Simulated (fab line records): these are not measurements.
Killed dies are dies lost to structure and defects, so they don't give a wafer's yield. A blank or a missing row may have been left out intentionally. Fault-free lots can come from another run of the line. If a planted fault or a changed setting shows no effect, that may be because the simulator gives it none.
Struck lot and sound lot, side by side | flow nand_harc | 17 out of 1159 route steps
Sound: these wafers, L279.1, L279.5, L279.6. Struck: wafers L298.2, L298.3. (L298.1 of the same lot was not struck and is left out.) The cause comes at the end.
At each step with rows: each side's tool, then ch and its chambers, then its first start. Under that, the readings that differ: sound wafers | struck wafers | difference of the means | sigmas: that difference in standard deviations of wafers without a fault.
alike: a reading whose means differ by less than 2 such deviations, as well as words and numbers matching on both sides. not compared: withheld readings; readings where some wafer has no value; bounds like >300 that might hide an equal value; numbers whose values overlap and for which the record gives no deviation.
A row with sigmas, a row that says differs or no value, or rows on one side alone: a step with any of these is where the two part. When numbers do not overlap yet have no deviation, they are printed without sigmas and do not part them. A reading that every wafer of one side lacks parts them only if that side has two wafers or more.

NHARC_P_M2_INSPECT_11:
  sound on defect_inspect-02 at day 6 18:29; struck on defect_inspect-02 at day 10 21:26
  alike: raw_defect_count
then, 3 steps without rows for these wafers: NHARC_P_M2_DESCUM_14 (chemistry O2, time 3 s); NHARC_P_M2_ETCH_35 (etches the open film in N2/H2, target depth 40 nm, overetch 12 nm, time 43.94 s); NHARC_P_M2_ETCH_15 (etches the open film in C4F8/Ar, target depth 182.5 nm, time 91.2 s).
NHARC_P_M2_CD_MEAS_16:
  sound on cd_sem-02 at day 6 19:07; struck on cd_sem-02 at day 10 21:47
  alike: cd_nm
NHARC_P_M2_STRIP_18: strips in N2/H2.
  sound on rie_diel-03 ch 1,2, day 6 19:12; struck on rie_diel-03 ch 0,1, day 10 21:52
  alike: chamber_pressure_mTorr, drypump_motor_current_A, oes_product_au, rf_vpp_V, showerhead_plenum_p_Torr, throttle_valve_pct
  not compared: rf_hours_counter_h
NHARC_P_M2_ETCH_28: etches the open film in CF4/N2, target depth 30 nm, time 72.99 s.
  sound on rie_diel-03 ch 1,2; struck on rie_diel-03 ch 2,3
  alike: chamber_pressure_mTorr, drypump_motor_current_A, oes_product_au, rf_vpp_V, showerhead_plenum_p_Torr, throttle_valve_pct
  not compared: rf_hours_counter_h
then, 3 steps without rows for these wafers: NHARC_P_M2_STRIP_19 (strips in post etch residue remover, time 600 s); NHARC_P_M2_DEGAS_29 (time 60 s); NHARC_P_M2_PRE_CLEAN_30 (time 30 s).
NHARC_P_M2_PVD_20: deposits TaN, target thk 5 nm, time 8.06 s.
  sound on pvd_sputter-03; struck on pvd_sputter-03
  alike: cathode_dc_power_W, throttle_valve_pct
NHARC_P_M2_PVD_21: deposits Cu, target thk 30 nm, time 20.49 s.
  sound on pvd_sputter-03; struck on pvd_sputter-03
  alike: cathode_dc_power_W, throttle_valve_pct
NHARC_P_M2_ECD_22: material Cu, target thk 400 nm.
  sound on ecd_cu-01 ch 0,1, day 6 20:14; struck on ecd_cu-01 ch 0,1, day 10 22:54
NHARC_P_M2_ANNEAL_31: time 90 s.
  sound on rtp_anneal-02 ch 0, day 6 20:37; struck on rtp_anneal-01 ch 0, day 10 23:18
  reading          | sound             | struck      | difference | sigmas
  wafer_temp_C_max | 225.4 225.6 225.4 | 225.9 227.3 | +1.1       | +3
NHARC_P_M2_CMP_23: polishes, t overpolish 20 s, target thk 144.3 nm.
  sound on cmp-02 ch 2,3, day 6 20:57; struck on cmp-04 ch 0,1, day 10 23:39
  reading                | sound          | struck    | difference | sigmas
  time_to_endpoint_s (s) | 33.2 33.7 31.1 | 45.3 43.7 | +11.8      | +4
  alike: edge_zone_pressure_frac, motor_current_A
NHARC_P_M2_THK_MEAS_24: measures by xrf.
  sound on film_metro-01 at day 6 21:16; struck on film_metro-01 at day 10 23:58
  alike: thk_nm
NHARC_END_SORT_01:
  the record has rows for the sound wafers here (prober-01 ch 0, day 19 20:54) and none for the struck ones

## WHERE THEY PART
Last at NHARC_END_SORT_01 as far as this record goes, first at NHARC_P_M2_ANNEAL_31.

WHY: what had been put in by the simulator
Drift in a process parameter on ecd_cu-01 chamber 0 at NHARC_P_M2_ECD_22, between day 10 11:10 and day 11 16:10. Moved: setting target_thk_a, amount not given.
